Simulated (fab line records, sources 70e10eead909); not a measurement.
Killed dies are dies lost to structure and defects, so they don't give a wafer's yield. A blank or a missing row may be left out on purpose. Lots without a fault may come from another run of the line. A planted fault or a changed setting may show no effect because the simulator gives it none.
Chamber matching | flow nand_harc | NHARC_P_STI_ETCH_15 on rie_si-06: 4 sister chambers
The step etches the open film in HBr/Cl2, target depth 300 nm, time 100.1 s. 4 wafers are shown with their chamber, then 7 later ones without.

WAFERS WITH THEIR CHAMBER
wafer  | chamber | drypump_motor_current_A (A)
L081.4 | 2       | 5.3
L082.3 | 3       | 5.4
L084.2 | 1       | 5.5
L084.3 | 0       | 5.7

WAFERS WITHOUT THEIR CHAMBER
wafer  | drypump_motor_current_A (A)
L084.6 | 5.7
L085.4 | 5.3
L085.5 | 5.7
L085.6 | 5.6
L089.3 | 5.3
L089.4 | 5.4
L089.5 | 5.5

WHICH CHAMBER EACH WENT THROUGH
wafer  | from the rows above     | in truth
L084.6 | 0                       | 0
L085.4 | 2                       | 2
L085.5 | 0                       | 0
L085.6 | can't be placed: 1 or 0 | 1
L089.3 | 2                       | 2
L089.4 | 3                       | 3
L089.5 | 1                       | 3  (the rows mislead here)
Placed correctly: 5 of 7. Can't be placed from these rows: 1 (the true chamber is among the candidates in 1). Placed wrongly: 1.
How it was worked out, from the rows above alone: a wafer's distance from a chamber is the root of the sum, over the readings, of the square of ((its reading less the chamber's mean) divided by the reading's scatter). The wafer belongs to the nearest chamber; if the next one is less than 2 further off, it can't be placed. A chamber's mean is the mean of its shown wafers. The scatter: with one shown wafer a chamber, the root of the mean of the squares of how far each hidden wafer lies from its nearest shown one.
